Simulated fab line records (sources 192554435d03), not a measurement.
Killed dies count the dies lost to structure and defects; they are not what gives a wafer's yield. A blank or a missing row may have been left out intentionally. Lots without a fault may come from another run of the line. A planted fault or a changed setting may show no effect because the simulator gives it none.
fab line records	flow n5Finfet
record lots=6	wafers=18	lastDay=16
route steps=1938 shown HKMG_FIN@423 BEOL_M4@1111 PASSIVATION@1936
lots with no fault: from the same line, run without faults
startH: hours from the record's first day to the start of the lot's first wafer shown	waitH: hours elapsed since this lot's preceding step	" unchanged from the row above	L1.1+2: a row that stands for several wafers	- no value, or no start was given	* or withheld: withheld	< > ~ a bound
route shown NAME@n: names a module that has steps shown in the file, with the first one's number in the route	usual: mean/standard deviation taken from wafers without a fault	same: alike in all rows	chamber/n: place in a boat	sites: each site's reading	_std_site: how widely they spread, as a standard deviation	_edge_site: the outer-site mean with the inner-site mean subtracted	radiusMm: for every site, how far away it sits from the centre of the wafer	mask NAME#n: copy n	behind: the most recent tool/chamber to have shaped the wafer	hold: the reason the lot was held/the length of the hold in hours/how it ended	device: the transistor (n, p or np) that didn't switch	end of line: the route-end tests of the same wafers	step lacking rows: just its recipe	killed: not the wafer's yield, but the dies lost to structure and defects at the first sort	map: per-die view of a wafer (x killed, . not killed, _ where there is no die)
set.NAME: the setting as run; set.NAME@STEP: as run at that earlier step	model.NAME: the simulator's own value behind a step, which no gauge read
a table for each step, a row for each wafer; lots at some steps of the route
services: when a tool's chamber went out of use (startH, in hours from the record's first day, below 0 if earlier), for how many hours, and the reason
## steps
# step N5_HKMG_FIN_COAT_30
# recipe resist=SiARC	tempC=220	timeS=60	spinRpm=1500	resistThkNm=35
# step N5_HKMG_FIN_COAT_06
# recipe resist=CAR-ArF	spinRpm=1500	resistThkNm=90
# step N5_HKMG_FIN_EBR_08
# recipe solvent=PGMEA	ebrWidthMm=1.5
# step N5_HKMG_FIN_SOFTBAKE_07
# recipe tempC=110	timeS=60	resist=CAR-ArF
# step N5_HKMG_FIN_EXPOSE_09
# recipe maskId=NWFM	na=1.35	sourceShape=conventional	sigmaOuter=0.8	polarization=unpolarized	doseMj=39.25
# step N5_HKMG_FIN_PEB_10
# recipe pebTempC=withheld	pebTimeS=60	resist=CAR-ArF
# step N5_HKMG_FIN_DEVELOP_11
# recipe developTimeS=30	developer=TMAH	resist=CAR-ArF	devTempC=23	rinseLiquid=diw	dry=airSpin
# step N5_HKMG_FIN_CD_MEAS_12
# recipe targetCdNm=92.8	landingEnergyEv=500	detector=seInlens
# usual cdNm=92.6/0.56
# same landingEnergyEv=500
lot.wafer	tool	chamber	startH	waitH	cdNm
L789.2	cdSem-02	0	105.08	-	93.2
L789.4	"	0	"	"	93.1
L789.6	"	0	"	"	92.4
L793.2	cdSem-02	0	128.96	-	92.6
L793.3	"	0	"	"	92.6
L793.6	"	0	"	"	92.9
L795.1	cdSem-03	0	143.43	-	92.4
L795.2	"	0	"	"	93.2
L795.4	"	0	"	"	93.4
L800.2	cdSem-03	0	170.62	-	92.5
L800.3	"	0	"	"	92.0
L800.6	"	0	"	"	92.3
L801.2	cdSem-02	0	177.09	-	92.9
L801.3	"	0	"	"	92.1
L801.6	"	0	"	"	92.3
L802.1	cdSem-02	0	180.56	-	92.3
L802.4	"	0	"	"	92.0
L802.5	"	0	"	"	92.9
# step N5_HKMG_FIN_OVL_MEAS_13
# recipe pointsPerWafer=44
# usual NWFM_OVL=-0.8/0.83
lot.wafer	tool	chamber	startH	waitH	NWFM_OVL[nm]
L789.2	overlay-01	0	105.11	0.0	-0.5
L789.4	"	0	"	"	0.4
L789.6	"	0	"	"	-0.6
L793.2	overlay-02	0	128.99	0.0	-1.1
L793.3	"	0	"	"	-0.7
L793.6	"	0	"	"	-0.3
L795.1	overlay-01	0	143.46	0.0	-1.4
L795.2	"	0	"	"	-0.4
L795.4	"	0	"	"	0.0
L800.2	overlay-02	0	170.65	0.0	0.1
L800.3	"	0	"	"	0.6
L800.6	"	0	"	"	0.7
L801.2	overlay-02	0	177.12	0.0	0.1
L801.3	"	0	"	"	-0.2
L801.6	"	0	"	"	0.0
L802.1	overlay-02	0	180.59	0.0	-0.9
L802.4	"	0	"	"	-1.2
L802.5	"	0	"	"	-0.9
# step N5_HKMG_FIN_INSPECT_14
# recipe mode=adi	inspectInstrument=macro
# usual rawDefectCount=1.9/1.3
lot.wafer	tool	chamber	startH	waitH	rawDefectCount
L789.2	defectInspect-01	-	105.13	0.0	3
L789.4	"	-	"	"	4
L789.6	"	-	"	"	4
L793.2	defectInspect-02	-	129.01	0.0	0
L793.3	"	-	"	"	0
L793.6	"	-	"	"	3
L795.1	defectInspect-01	-	143.48	0.0	1
L795.2	"	-	"	"	3
L795.4	"	-	"	"	2
L800.2	defectInspect-01	-	170.68	0.0	2
L800.3	"	-	"	"	1
L800.6	"	-	"	"	3
L801.2	defectInspect-01	-	177.14	0.0	3
L801.3	"	-	"	"	3
L801.6	"	-	"	"	1
L802.1	defectInspect-01	-	180.62	0.0	3
L802.4	"	-	"	"	3
L802.5	"	-	"	"	2
# step N5_HKMG_FIN_DESCUM_17
# recipe chemistry=O2	timeS=7.9	sourcePowerW=50	biasPowerW=20	pressureMtorr=20	rfFrequencyHz=2.712e+07	tempC=40	resist=CAR-ArF	o2FlowSccm=225
# usual chamberPressureMTorr=19.999/0.018	drypumpMotorCurrentA=5.9/0.39	oesProductAu=0.83/0.1	rfFwdPowerW=49.36/0.21	rfVppV=243.3/1.2	showerheadPlenumPTorr=2.11/0.062	tempC=40.00/0.11	throttleValvePct=20.52/0.27
lot.wafer	tool	chamber	startH	waitH	chamberPressureMTorr	drypumpMotorCurrentA	oesProductAu	rfFwdPowerW	rfHoursCounterH	rfVppV	showerheadPlenumPTorr	tempC	throttleValvePct
L789.2	rieDiel-02	0	105.33	0.2	19.994	6.0	0.89	49.56	30	242.1	2.13	39.98	20.16
L789.4	"	0	"	"	19.978	6.0	0.90	49.70	-	243.5	2.13	40.03	20.17
L789.6	"	1	"	"	19.986	5.5	0.74	48.96	-	244.6	2.17	39.93	20.75
L793.2	rieDiel-06	3	129.05	0.0	19.995	5.4	0.70	49.17	187	243.3	2.07	40.34	20.70
L793.3	"	0	"	"	20.024	6.2	0.95	49.13	7	242.5	2.06	40.05	20.58
L793.6	"	3	"	"	20.015	5.4	0.70	49.15	-	241.5	2.07	40.20	20.70
L795.1	rieDiel-01	3	143.54	0.1	20.002	5.3	0.93	49.56	13	245.7	2.25	39.87	20.64
L795.2	"	0	"	"	20.030	6.0	0.89	49.21	35	246.7	2.23	39.97	20.36
L795.4	"	2	"	"	20.012	5.9	0.70	49.16	217	245.2	2.17	39.97	20.65
L800.2	rieDiel-06	0	170.71	0.0	19.984	6.2	0.91	49.25	23	242.1	2.05	40.07	20.59
L800.3	"	3	"	"	20.021	5.3	0.70	49.45	201	242.3	2.07	40.18	20.72
L800.6	"	2	"	"	19.995	5.7	0.89	49.56	-	242.5	2.04	40.01	20.25
L801.2	rieDiel-06	2	177.17	0.0	19.988	5.7	0.89	49.72	40	242.6	2.04	40.05	20.26
L801.3	"	1	"	"	19.988	6.5	0.94	49.40	16	245.0	2.16	40.03	20.67
L801.6	"	1	"	"	19.988	6.5	0.94	49.39	-	244.1	2.16	40.08	20.69
L802.1	rieDiel-02	3	181.00	0.4	19.977	5.5	0.88	49.22	21	243.1	2.16	39.91	20.13
L802.4	"	2	"	"	20.013	6.2	0.89	49.40	44	243.6	2.13	39.99	20.10
L802.5	"	1	"	"	19.982	5.5	0.73	49.01	-	244.2	2.16	39.98	20.81
# step N5_HKMG_FIN_ETCH_31
# recipe chemistry=CF4	target=SiARC	targetDepthA=455	maskMaterial=CAR-ArF	timeS=75.8	ionEnergyEv=80	pressureMtorr=40	sourceW=545	biasW=36	Ar_flow_sccm=100	cf4FlowSccm=100	ends=cleared
# usual biasW=36.00/0.11	chamberPressureMTorr=40.01/0.036	drypumpMotorCurrentA=5.9/0.39	etchRfOnTimeS=76.0/1.5	mfcArSccm=100.04/0.27	oesProductAu=0.70/0.087	rfFwdPowerW=539.2/2.3	rfVppV=184.3/0.97	showerheadPlenumPTorr=2.15/0.054	throttleValvePct=15.63/0.29
lot.wafer	tool	chamber	startH	waitH	biasW	chamberPressureMTorr	drypumpMotorCurrentA	etchRfOnTimeS	mfcArSccm	oesProductAu	rfFwdPowerW	rfHoursCounterH	rfVppV	showerheadPlenumPTorr	throttleValvePct
L789.2	rieDiel-02	0	105.37	0.0	36.04	40.05	6.0	76.3	99.95	0.76	543.8	30	185.4	2.17	15.26
L789.4	"	0	"	"	35.90	39.96	6.0	76.4	100.27	0.76	543.0	-	185.6	2.17	15.28
L789.6	"	1	"	"	35.94	40.00	5.5	77.7	100.23	0.63	539.6	-	183.7	2.23	16.00
L793.2	rieDiel-06	3	129.08	0.0	36.13	40.02	5.4	76.5	99.88	0.60	538.4	187	183.8	2.13	15.91
L793.3	"	0	"	"	35.91	40.07	6.2	73.0	100.11	0.81	535.2	7	183.4	2.11	15.60
L793.6	"	3	"	"	36.12	40.02	5.4	76.6	100.19	0.59	536.6	-	185.1	2.13	15.93
L795.1	rieDiel-01	3	143.57	0.0	35.94	40.02	5.3	73.8	99.98	0.79	540.7	13	186.2	2.28	15.68
L795.2	"	0	"	"	36.06	39.99	6.0	74.0	99.99	0.75	537.1	35	185.9	2.26	15.44
L795.4	"	2	"	"	35.99	40.05	5.9	76.8	100.26	0.61	535.7	217	186.0	2.19	15.72
L800.2	rieDiel-06	0	170.74	0.0	35.95	40.01	6.2	73.1	100.29	0.78	536.1	23	184.1	2.10	15.64
L800.3	"	3	"	"	36.24	40.00	5.4	76.8	99.88	0.59	538.5	201	183.7	2.13	15.95
L800.6	"	2	"	"	35.84	40.00	5.7	74.8	99.58	0.76	536.1	-	183.5	2.09	15.42
L801.2	rieDiel-06	2	177.21	0.0	36.01	40.01	5.7	74.7	99.98	0.76	540.4	41	183.1	2.09	15.42
L801.3	"	1	"	"	35.93	40.01	6.5	77.2	100.09	0.77	538.5	16	184.1	2.18	15.63
L801.6	"	1	"	"	36.05	40.00	6.5	76.4	99.70	0.79	541.3	-	184.3	2.18	15.64
L802.1	rieDiel-02	3	181.04	0.0	35.86	40.00	5.5	77.6	99.95	0.74	540.0	21	185.6	2.19	15.13
L802.4	"	2	"	"	35.93	40.00	6.2	75.9	100.15	0.76	541.2	45	185.6	2.16	15.14
L802.5	"	1	"	"	36.03	39.96	5.5	77.8	99.92	0.61	537.2	-	185.2	2.22	16.06
# step N5_HKMG_FIN_ETCH_32
# recipe chemistry=N2/H2	target=SOC	targetDepthA=2400	tempC=40	timeS=300	ionEnergyEv=200	maskMaterial=SiARC	pressureMtorr=30	sourceW=840	biasW=150	n2FlowSccm=200	h2FlowSccm=200
# usual biasW=150.0/0.47	chamberPressureMTorr=30.001/0.027	drypumpMotorCurrentA=5.9/0.39	h2FlowSccm=200.0/0.62	oesProductAu=0.82/0.1	rfFwdPowerW=837.8/2.4	rfVppV=524.4/2	showerheadPlenumPTorr=2.55/0.065	tempC=40.01/0.11	throttleValvePct=17.88/0.24
lot.wafer	tool	chamber	startH	waitH	biasW	chamberPressureMTorr	drypumpMotorCurrentA	h2FlowSccm	oesProductAu	rfFwdPowerW	rfHoursCounterH	rfVppV	showerheadPlenumPTorr	tempC	throttleValvePct
L789.2	rieDiel-02	0	105.42	0.0	149.4	29.993	6.0	200.8	0.90	837.2	31	525.9	2.59	40.02	17.57
L789.4	"	0	"	"	149.7	30.045	6.0	200.2	0.90	834.7	-	525.3	2.59	40.11	17.57
L789.6	"	1	"	"	149.3	30.002	5.5	199.3	0.74	837.3	-	526.3	2.61	40.08	17.92
L793.2	rieDiel-06	3	129.14	0.0	149.5	29.974	5.4	199.7	0.70	836.4	187	523.5	2.52	39.98	18.13
L793.3	"	0	"	"	150.2	30.040	6.2	200.3	0.95	838.0	8	523.7	2.49	39.89	18.02
L793.6	"	3	"	"	149.4	29.995	5.4	200.1	0.70	835.7	-	524.1	2.52	39.96	18.12
L795.1	rieDiel-01	3	143.63	0.0	149.8	29.962	5.3	200.0	0.93	838.4	13	528.5	2.69	40.18	17.80
L795.2	"	0	"	"	150.4	30.014	6.0	200.3	0.87	832.6	35	526.5	2.71	40.05	17.75
L795.4	"	2	"	"	150.5	30.009	5.9	199.5	0.71	840.2	217	525.6	2.61	39.92	17.88
L800.2	rieDiel-06	0	170.80	0.0	149.4	30.012	6.2	200.3	0.91	840.5	23	524.0	2.49	39.93	18.04
L800.3	"	3	"	"	150.4	29.969	5.4	199.5	0.69	837.5	201	524.0	2.51	40.04	18.17
L800.6	"	2	"	"	150.2	29.984	5.7	179.2	0.89	843.2	-	523.0	2.43	40.19	17.23
L801.2	rieDiel-06	2	177.26	0.0	149.6	29.980	5.7	179.9	0.88	840.9	41	523.4	2.43	40.10	17.25
L801.3	"	1	"	"	150.1	30.008	6.6	199.9	0.91	837.6	16	525.7	2.59	39.91	17.90
L801.6	"	1	"	"	150.2	29.968	6.6	199.6	0.91	840.7	-	525.8	2.59	39.97	17.87
L802.1	rieDiel-02	3	181.09	0.0	149.8	30.019	5.5	201.4	0.87	839.8	21	525.4	2.61	39.93	17.52
L802.4	"	2	"	"	150.1	29.997	6.2	198.9	0.89	839.8	45	524.1	2.58	40.16	17.36
L802.5	"	1	"	"	149.9	29.985	5.5	200.0	0.72	835.1	-	527.7	2.60	39.95	17.98
# step N5_HKMG_FIN_STRIP_33
# recipe chemistry=N2/H2	tempC=40	n2FlowSccm=200	h2FlowSccm=200	rfFrequencyHz=6e+07
# step N5_BEOL_M4_RC_MEAS_101
# usual DIBL_N=36.9/1.7	DIBL_P=37.3/2.3	IOFF_N=0.16/0.033	IOFF_P=0.22/0.04	ION_N=673/12	ION_P=463/8	SS_N=71.6/0.58	SS_P=73.4/0.74	VT_N=250/3.2	VT_P=-250/3.4
lot.wafer	tool	chamber	startH	waitH	DIBL_N[mV/V]	DIBL_P[mV/V]	IOFF_N[nA/um]	IOFF_P[nA/um]	ION_N[uA/um]	ION_P[uA/um]	SS_N[mV/dec]	SS_P[mV/dec]	VT_N[mV]	VT_P[mV]
L789.2	prober-01	0	199.22	0.2	36.1	34.8	0.16	0.18	673	453	71.5	72.3	251	-256
L789.4	"	0	"	"	35.4	34.3	0.14	0.18	664	453	71.2	73.9	253	-256
L789.6	"	0	"	"	34.9	33.6	0.15	0.17	675	452	70.8	72.5	249	-254
L793.2	prober-01	0	222.26	0.2	36.0	38.8	0.16	0.21	670	461	71.1	73.5	248	-249
L793.3	"	0	"	"	36.9	39.7	0.18	0.22	688	464	71.6	74.5	247	-250
L793.6	"	0	"	"	35.4	37.6	0.14	0.19	663	458	72.1	73.8	252	-253
L795.1	prober-01	0	242.29	0.0	35.9	35.8	0.13	0.19	673	464	71.4	72.4	252	-251
L795.2	"	0	"	"	38.1	37.8	0.17	0.23	679	463	70.9	73.7	248	-249
L795.4	"	0	"	"	33.1	32.9	0.10	0.15	642	456	70.3	72.1	256	-250
L800.2	prober-02	0	267.31	0.2	34.5	35.0	0.13	0.19	674	469	71.5	73.1	253	-251
L800.3	"	0	"	"	36.7	37.1	0.17	0.23	669	458	72.0	73.7	248	-250
L800.6	"	0	"	"	34.3	34.2	0.13	0.19	662	455	71.2	73.2	251	-252
L802.1	prober-01	0	271.79	0.0	32.8	30.3	0.09	0.14	654	454	70.1	71.5	256	-254
L802.4	"	0	"	"	34.8	32.6	0.11	0.17	671	463	70.9	72.6	255	-248
L802.5	"	0	"	"	37.4	35.4	0.14	0.19	678	464	71.7	73.2	253	-250
L801.2	prober-01	0	274.04	0.2	31.0	31.9	0.10	0.14	656	458	70.2	71.4	255	-253
L801.3	"	0	"	"	34.2	35.3	0.14	0.18	662	453	71.2	72.3	250	-251
L801.6	"	0	"	"	33.9	34.6	0.13	0.19	667	460	71.1	73.0	250	-251
# step N5_PASSIVATION_PROBE_49
# usual defectLimitedYield=91.2/1.3	killed_at_M0_to_M3=34/10	killed_at_M4_up=13/4.6	killedAtContacts=13/5.5	killedAtFrontEnd=41/12	killedAtOther=2.8/2.4	killedDies=104/16	killedOpen=67/12	killedShort=33/7.2	sort_bin_5_function=5.1/0.86	sort_bin_6_memory=3.3/0.62	sortNPass=1076/16	sortYieldPct=91.2/1.3
# same grossDies=1180	killedAtBackSide=0	sort_bin_4_leakage[%]=0	sort_bin_8_speed[%]=0
lot.wafer	tool	chamber	startH	waitH	defectLimitedYield[%]	killed_at_M0_to_M3	killed_at_M4_up	killedAtContacts	killedAtFrontEnd	killedAtOther	killedDies	killedOpen	killedShort	sort_bin_5_function[%]	sort_bin_6_memory[%]	sortNPass	sortYieldPct[%]
L789.2	prober-02	-	317.44	0.1	89.5	23	23	7	63	8	124	85	35	6.4	3.7	1056	89.5
L789.4	prober-02	-	317.54	0.2	91.5	25	8	5	57	5	100	59	28	4.7	2.9	1080	91.5
L789.6	prober-02	-	317.64	0.3	91.7	35	7	11	43	2	98	65	28	5.1	2.8	1082	91.7
L795.1	prober-01	-	360.47	0.9	89.9	49	21	16	33	0	119	74	35	5.3	3.9	1061	89.9
L795.4	prober-01	-	360.62	1.1	92.4	27	16	14	31	2	90	61	24	5.7	1.7	1090	92.4
L802.1	prober-02	-	368.44	0.0	89.4	63	19	14	27	2	125	72	44	6.2	4.1	1055	89.4
L802.4	prober-02	-	368.59	0.2	90.2	46	15	17	37	1	116	71	42	6.0	3.3	1064	90.2
L802.5	prober-02	-	368.64	0.2	91.4	33	19	13	35	1	101	57	31	5.0	3.0	1079	91.4
L800.2	prober-02	-	376.33	0.1	91.9	32	17	10	37	0	96	63	29	4.5	3.3	1084	91.9
L800.3	prober-02	-	376.38	0.1	91.7	50	10	10	28	0	98	53	43	4.9	3.1	1082	91.7
L800.6	prober-02	-	376.53	0.3	90.4	51	17	12	28	5	113	77	28	6.3	3.1	1067	90.4
L801.2	prober-02	-	385.35	0.1	92.4	28	10	16	32	4	90	54	28	4.6	2.9	1090	92.4
L801.3	prober-02	-	385.40	0.1	92.9	32	15	8	28	1	84	51	31	4.4	2.5	1096	92.9
L801.6	prober-02	-	385.55	0.3	92.1	20	17	10	43	3	93	58	28	4.7	2.9	1087	92.1
# killed by level:class
L789.2 FIN_SAQP:geometricParticle:open=14 FIN_SAQP:geometricParticle:short=12 BEOL_M4:geometricParticle:open=8 DUMMY_GATE:geometricParticle:open=7 STI_FIN_REVEAL:geometricParticle:open=6 BEOL_M3:geometricParticle:open=6 STARTING-WAFER:geometricParticle:short=6 MOL_CONTACT_COAG:geometricParticle:open=5
L789.4 FIN_SAQP:geometricParticle:open=15 FIN_SAQP:geometricParticle:short=8 STI_FIN_REVEAL:geometricParticle:open=7 BEOL_M3:geometricParticle:open=7 GATE_CUT:geometricParticle:short=5 HKMG_FIN:areaEtch=5 DUMMY_GATE:geometricParticle:open=4 MOL_CONTACT_COAG:geometricParticle:open=4
L789.6 BEOL_M3:geometricParticle:open=11 FIN_SAQP:geometricParticle:short=8 MOL_CONTACT_COAG:geometricParticle:open=8 FIN_SAQP:geometricParticle:open=7 DUMMY_GATE:geometricParticle:open=7 BEOL_M0_SAQP:geometricParticle:open=6 BEOL_M0_SAQP:geometricParticle:short=6 BEOL_M2:geometricParticle:open=6
L795.1 FIN_SAQP:geometricParticle:open=13 MOL_CONTACT_COAG:geometricParticle:open=11 BEOL_M1:geometricParticle:open=9 BEOL_M0_SAQP:geometricParticle:short=8 BEOL_M0_SAQP:geometricParticle:open=8 BEOL_M2:geometricParticle:open=8 BEOL_M4:geometricParticle:short=7 BEOL_M4:geometricParticle:open=6
L795.4 MOL_CONTACT_COAG:geometricParticle:open=10 BEOL_M4:geometricParticle:open=10 FIN_SAQP:geometricParticle:open=9 BEOL_M3:geometricParticle:open=7 GATE_CUT:geometricParticle:open=4 GATE_CUT:geometricParticle:short=4 BEOL_M2:geometricParticle:open=4 DUMMY_GATE:geometricParticle:open=3
L802.1 BEOL_M0_SAQP:geometricParticle:open=19 BEOL_M0_SAQP:geometricParticle:short=18 BEOL_M4:geometricParticle:open=10 MOL_CONTACT_COAG:geometricParticle:open=7 BEOL_M1:geometricParticle:open=7 BEOL_M2:geometricParticle:open=6 STI_FIN_REVEAL:geometricParticle:open=5 DUMMY_GATE:geometricParticle:open=5
L802.4 DUMMY_GATE:geometricParticle:open=12 BEOL_M1:geometricParticle:open=11 MOL_CONTACT_COAG:geometricParticle:open=10 BEOL_M0_SAQP:geometricParticle:open=9 MOL_CONTACT_COAG:geometricParticle:short=7 BEOL_M0_SAQP:geometricParticle:short=7 BEOL_M3:geometricParticle:open=6 BEOL_M1:geometricParticle:short=5
L802.5 BEOL_M1:geometricParticle:open=13 BEOL_M4:geometricParticle:open=9 BEOL_M0_SAQP:geometricParticle:open=9 MOL_CONTACT_COAG:geometricParticle:open=7 FIN_SAQP:geometricParticle:short=5 BEOL_M0_SAQP:geometricParticle:short=5 STI_FIN_REVEAL:geometricParticle:open=4 DUMMY_GATE:geometricParticle:open=4
L800.2 MOL_CONTACT_COAG:geometricParticle:open=8 BEOL_M4:geometricParticle:open=8 DUMMY_GATE:geometricParticle:open=7 BEOL_M0_SAQP:geometricParticle:short=7 FIN_SAQP:geometricParticle:open=6 STI_FIN_REVEAL:geometricParticle:open=6 GATE_CUT:geometricParticle:short=6 BEOL_M0_SAQP:geometricParticle:open=6
L800.3 BEOL_M0_SAQP:geometricParticle:short=15 BEOL_M0_SAQP:geometricParticle:open=14 MOL_CONTACT_COAG:geometricParticle:open=7 BEOL_M3:geometricParticle:short=7 FIN_SAQP:geometricParticle:open=6 FIN_SAQP:geometricParticle:short=5 STI_FIN_REVEAL:geometricParticle:open=5 BEOL_M5:geometricParticle:open=4
L800.6 BEOL_M2:geometricParticle:open=12 BEOL_M3:geometricParticle:open=10 MOL_CONTACT_COAG:geometricParticle:open=9 FIN_SAQP:geometricParticle:open=8 BEOL_M0_SAQP:geometricParticle:short=8 BEOL_M1:geometricParticle:open=8 BEOL_M0_SAQP:geometricParticle:open=7 STI_FIN_REVEAL:geometricParticle:open=5
L801.2 MOL_CONTACT_COAG:geometricParticle:open=10 BEOL_M3:geometricParticle:open=8 BEOL_M2:geometricParticle:open=7 FIN_SAQP:geometricParticle:short=6 STARTING-WAFER:geometricParticle:open=6 FIN_SAQP:geometricParticle:open=5 DUMMY_GATE:geometricParticle:open=5 BEOL_M2:geometricParticle:short=4
L801.3 BEOL_M3:geometricParticle:open=13 MOL_CONTACT_COAG:geometricParticle:open=7 DUMMY_GATE:geometricParticle:open=6 FIN_SAQP:geometricParticle:short=5 STI_FIN_REVEAL:geometricParticle:open=5 BEOL_M0_SAQP:geometricParticle:open=4 BEOL_M0_SAQP:geometricParticle:short=4 BEOL_M3:geometricParticle:short=4
L801.6 FIN_SAQP:geometricParticle:short=10 FIN_SAQP:geometricParticle:open=10 BEOL_M4:geometricParticle:open=8 DUMMY_GATE:geometricParticle:open=6 MOL_CONTACT_COAG:geometricParticle:open=6 BEOL_M2:geometricParticle:open=5 STARTING-WAFER:geometricParticle:short=4 STI_FIN_REVEAL:geometricParticle:open=3
## services
tool	chamber	startH	hours	kind
rieDiel-01	3	85.99	-	clean
rieDiel-01	3	85.99	-	consumableReplace:focusRing
rieDiel-01	3	85.99	-	consumableReplace:showerhead
rieDiel-01	3	85.99	19.1	scheduledDown
rieDiel-01	3	85.99	19.1	ventCycle
rieDiel-01	-	86.10	14.6	pm
rieDiel-06	0	89.21	9.2	repair
rieDiel-02	3	93.61	-	clean
rieDiel-02	3	93.61	-	consumableReplace:focusRing
rieDiel-02	3	93.61	30.6	scheduledDown
rieDiel-02	3	93.61	30.6	ventCycle
rieDiel-06	0	98.67	-	clean
rieDiel-06	0	98.67	-	consumableReplace:focusRing
rieDiel-06	0	98.67	14.5	scheduledDown
rieDiel-06	0	98.67	14.5	ventCycle
rieDiel-06	1	113.60	-	clean
rieDiel-06	1	113.60	-	consumableReplace:focusRing
rieDiel-06	1	113.60	19.9	scheduledDown
rieDiel-06	1	113.60	19.9	ventCycle
rieDiel-02	2	171.75	5.4	repair
rieDiel-01	1	172.90	-	clean
rieDiel-01	1	172.90	-	consumableReplace:focusRing
rieDiel-01	1	172.90	20.6	scheduledDown
rieDiel-01	1	172.90	20.6	ventCycle
## key
firstSign step=N5_HKMG_FIN_ETCH_32	reading=h2FlowSccm	direction=down	sigmas=33	usual=200.0	struck=179.6
effect step=N5_HKMG_FIN_ETCH_32	reading=throttleValvePct	direction=down	sigmas=2.6	usual=*	struck=*
metAt N5_HKMG_FIN_ETCH_32
struckWafers L800.6,L801.2
fault kind=processParameterDrift	tool=rieDiel-06	chamber=2	onsetH=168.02	steps=N5_HKMG_FIN_ETCH_32	channel=h2FlowSccm	offset=-20	shape=step	endH=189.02	actsIn=theseRecipesOnly	stated=200
